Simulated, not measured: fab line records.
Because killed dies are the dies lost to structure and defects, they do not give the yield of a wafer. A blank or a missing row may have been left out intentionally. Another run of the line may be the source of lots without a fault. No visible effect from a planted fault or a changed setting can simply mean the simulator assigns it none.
Commonality check across tools / flow nandHarc / Lots sampled 6, wafers sampled 18

== WHY IT WAS OPENED ==
Flagged at NHARC_END_SORT_01: reading killedAtPeriphery, on 2 of 6 lots. No-fault wafers: 4, standard deviation 3.1.
Rule: flag the lot when none of its wafers has a number, or when each of its wafers that has one lies beyond 4 standard deviations from that mean. The other lots count as sound.

lot=L921; measured=day 25 10:07; on=prober-02; killedAtPeriphery, wafer by wafer=7 2 1; flag=
lot=L920; measured=day 25 16:12; on=prober-01; killedAtPeriphery, wafer by wafer=1 3 3; flag=
lot=L924; measured=day 31 23:00; on=prober-01; killedAtPeriphery, wafer by wafer=10 1 6; flag=
lot=L925; measured=day 32 01:29; on=prober-02; killedAtPeriphery, wafer by wafer=0 5 4; flag=
lot=L927; measured=day 32 06:51; on=prober-01; killedAtPeriphery, wafer by wafer=28 25 34; flag=FLAGGED
lot=L926; measured=day 32 15:30; on=prober-01; killedAtPeriphery, wafer by wafer=22 24 26; flag=FLAGGED
On average the flagged lots' numbers are 26, which is +22 against the usual, or +7 standard deviations.

== TOOL THAT RAN EACH LOT ==
The record holds 4 process steps before the reading, out of a route of 1302 steps. Each cell gives the tool, then ch followed by the chambers the sampled wafers passed through, then the start.
lot=L921; flag=; NHARC_P_CONTACT_ETCH_31=rieDiel-02 ch 1,3, day 7 10:31 or earlier; NHARC_P_CONTACT_STRIP_28=rieDiel-01 ch 0,2,3, day 7 10:31; NHARC_P_CONTACT_DEGAS_38=pvdSputter-01, day 7 11:10; NHARC_P_CONTACT_PRE_CLEAN_39=pvdSputter-01, day 7 11:13
lot=L920; flag=; NHARC_P_CONTACT_ETCH_31=rieDiel-02 ch 1,3, day 7 07:22; NHARC_P_CONTACT_STRIP_28=rieDiel-01 ch 0,2,3, day 7 07:38; NHARC_P_CONTACT_DEGAS_38=pvdSputter-01, day 7 08:16; NHARC_P_CONTACT_PRE_CLEAN_39=pvdSputter-01, day 7 08:19
lot=L924; flag=; NHARC_P_CONTACT_ETCH_31=rieDiel-11 ch 0,2,3, day 8 21:38 or earlier; NHARC_P_CONTACT_STRIP_28=rieDiel-01 ch 1,3, day 8 21:38; NHARC_P_CONTACT_DEGAS_38=pvdSputter-02, day 8 22:16; NHARC_P_CONTACT_PRE_CLEAN_39=pvdSputter-02, day 8 22:19
lot=L925; flag=; NHARC_P_CONTACT_ETCH_31=rieDiel-11 ch 1,2,3, day 8 21:13 or earlier; NHARC_P_CONTACT_STRIP_28=rieDiel-01 ch 0,2,3, day 8 21:13; NHARC_P_CONTACT_DEGAS_38=pvdSputter-03, day 8 21:52; NHARC_P_CONTACT_PRE_CLEAN_39=pvdSputter-02, day 8 21:58
lot=L927; flag=FLAGGED; NHARC_P_CONTACT_ETCH_31=rieDiel-02 ch 0,3, day 9 18:00 or earlier; NHARC_P_CONTACT_STRIP_28=rieDiel-01 ch 0,1,2, day 9 18:00; NHARC_P_CONTACT_DEGAS_38=pvdSputter-02, day 9 18:39; NHARC_P_CONTACT_PRE_CLEAN_39=pvdSputter-02, day 9 18:44
lot=L926; flag=FLAGGED; NHARC_P_CONTACT_ETCH_31=rieDiel-01 ch 0,1, day 9 13:30 or earlier; NHARC_P_CONTACT_STRIP_28=rieDiel-01 ch 2,3, day 9 13:30; NHARC_P_CONTACT_DEGAS_38=pvdSputter-02, day 9 14:08; NHARC_P_CONTACT_PRE_CLEAN_39=pvdSputter-02, day 9 14:12
What these steps do:
- NHARC_P_CONTACT_ETCH_31: etches the open film in CH3F/O2, target depth 30 nm, time 85.7 s.
- NHARC_P_CONTACT_STRIP_28: strips in O2.
- NHARC_P_CONTACT_DEGAS_38: time 60 s.
- NHARC_P_CONTACT_PRE_CLEAN_39: time 19.5 s.
- NHARC_END_SORT_01

== FLAGGED AGAINST TOTAL, ONE TOOL AT A TIME (gauges that did the reading follow at the end) ==
step=NHARC_P_CONTACT_ETCH_31; tool=rieDiel-01; lots run=1; flagged=1; share of the flagged lots=some; sound lots run after its first flagged lot=0
step=NHARC_P_CONTACT_ETCH_31; tool=rieDiel-02; lots run=3; flagged=1; share of the flagged lots=some; sound lots run after its first flagged lot=0
step=NHARC_P_CONTACT_ETCH_31; tool=rieDiel-11; lots run=2; flagged=0; share of the flagged lots=none; sound lots run after its first flagged lot=-
step=NHARC_P_CONTACT_STRIP_28; tool=rieDiel-01; lots run=6; flagged=2; share of the flagged lots=all; sound lots run after its first flagged lot=0
step=NHARC_P_CONTACT_DEGAS_38; tool=pvdSputter-01; lots run=2; flagged=0; share of the flagged lots=none; sound lots run after its first flagged lot=-
step=NHARC_P_CONTACT_DEGAS_38; tool=pvdSputter-02; lots run=3; flagged=2; share of the flagged lots=all; sound lots run after its first flagged lot=0
step=NHARC_P_CONTACT_DEGAS_38; tool=pvdSputter-03; lots run=1; flagged=0; share of the flagged lots=none; sound lots run after its first flagged lot=-
step=NHARC_P_CONTACT_PRE_CLEAN_39; tool=pvdSputter-01; lots run=2; flagged=0; share of the flagged lots=none; sound lots run after its first flagged lot=-
step=NHARC_P_CONTACT_PRE_CLEAN_39; tool=pvdSputter-02; lots run=4; flagged=2; share of the flagged lots=all; sound lots run after its first flagged lot=0
step=NHARC_END_SORT_01; tool=prober-01; lots run=4; flagged=2; share of the flagged lots=all; sound lots run after its first flagged lot=0
step=NHARC_END_SORT_01; tool=prober-02; lots run=2; flagged=0; share of the flagged lots=none; sound lots run after its first flagged lot=-
Because NHARC_P_CONTACT_ETCH_31 lacks a start for some lots, the hours and order of its lots are taken from NHARC_P_CONTACT_STRIP_28.

== WHAT IS ALLOWED BY THE TABLE ==
4 rows of the table ran every flagged lot: rieDiel-01 at NHARC_P_CONTACT_STRIP_28, pvdSputter-02 at NHARC_P_CONTACT_DEGAS_38, pvdSputter-02 at NHARC_P_CONTACT_PRE_CLEAN_39, prober-01 at NHARC_END_SORT_01.
- rieDiel-01 at NHARC_P_CONTACT_STRIP_28: 2 of its 6 lots flagged. A fault beginning between L924 (day 8 21:38), its last sound lot, and L926 (day 9 13:30), its first flagged one, fits the data.
- pvdSputter-02 at NHARC_P_CONTACT_DEGAS_38: 2 of its 3 lots flagged. A fault beginning between L924 (day 8 22:16), its last sound lot, and L926 (day 9 14:08), its first flagged one, fits the data.
- pvdSputter-02 at NHARC_P_CONTACT_PRE_CLEAN_39: 2 of its 4 lots flagged. A fault beginning between L924 (day 8 22:19), its last sound lot, and L926 (day 9 14:12), its first flagged one, fits the data.
- prober-01 at NHARC_END_SORT_01: 2 of its 4 lots flagged. A fault beginning between L924 (day 31 23:00), its last sound lot, and L927 (day 32 06:51), its first flagged one, fits the data.
Counting lots can't tell these 3 tools apart, because each fits a fault that began at some hour. More lots, or a look at what each step does to the wafer, might.

== WHAT HAD BEEN PUT IN BY THE SIMULATOR ==
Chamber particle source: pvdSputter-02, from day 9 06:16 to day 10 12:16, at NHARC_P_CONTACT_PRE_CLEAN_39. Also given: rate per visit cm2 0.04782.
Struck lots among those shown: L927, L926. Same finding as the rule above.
